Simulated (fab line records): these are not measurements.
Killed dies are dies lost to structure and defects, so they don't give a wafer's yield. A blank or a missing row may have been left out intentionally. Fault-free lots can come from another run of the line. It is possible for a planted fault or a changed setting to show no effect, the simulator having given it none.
Matching of chambers	flow n5_finfet	3 sister chambers for N5_BEOL_M11_PECVD_70 on pecvd-04
The step deposits SiO2 from TEOS/O2, target thk 20 nm, time 22.7 s. 16 wafers are shown with their chamber, then 8 later ones without.

WAFERS, EACH WITH ITS CHAMBER
wafer	chamber	showerhead_plenum_p_Torr (Torr)	heater_power_w (W)	throttle_valve_pct (%)
L077.1	1	8.73	600	23.3
L077.2	2	8.77	804	22.8
L077.5	0	8.85	728	23.0
L078.1	1	8.73	646	23.2
L078.4	1	8.72	678	23.0
L078.6	2	8.77	786	23.0
L082.1	0	8.83	726	23.1
L082.5	1	8.71	613	23.3
L082.6	0	8.84	723	23.3
L079.2	0	8.84	685	22.8
L079.3	2	8.76	840	22.9
L079.4	0	8.84	711	22.9
L084.1	0	8.85	613	22.8
L084.3	1	8.72	664	23.2
L084.6	0	8.84	608	23.0
L092.4	2	8.79	738	23.2

SIGNATURES, as means of the wafers listed above
reading	chamber 0	chamber 1	chamber 2	scatter within a chamber
showerhead_plenum_p_Torr	8.8414	8.7220	8.7725	0.00895
heater_power_w	684.86	640.20	792.00	45.2
throttle_valve_pct	22.986	23.200	22.975	0.161
Rule: a wafer's distance from a chamber is the root of the sum, over the readings, of the square of ((its reading less the chamber's mean) divided by the reading's scatter). If the next closest chamber is less than 2 further off than the closest, the wafer can't be placed; otherwise it belongs to the closest. The scatter: the root of (the sum of the squares of (reading less its chamber's mean) over the shown wafers, divided by (wafers less chambers)).

WAFERS MISSING THEIR CHAMBER
wafer	showerhead_plenum_p_Torr (Torr)	heater_power_w (W)	throttle_valve_pct (%)
L092.5	8.85	709	23.2
L092.6	8.71	740	23.3
L093.2	8.86	644	22.9
L093.4	8.71	663	23.4
L093.5	8.77	728	23.0
L097.4	8.78	816	23.3
L097.5	8.83	753	23.0
L097.6	8.74	744	23.0

CHAMBER TAKEN BY EACH
wafer	from the rows above	in truth
L092.5	0	0
L092.6	1	1
L093.2	0	0
L093.4	1	1
L093.5	2	2
L097.4	2	2
L097.5	0	0
L097.6	can't be placed: 1 or 2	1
Correctly placed: 7 of 8. From these rows, 1 cannot be placed; in 1 the true chamber is one of the candidates. Placed wrongly: 0.
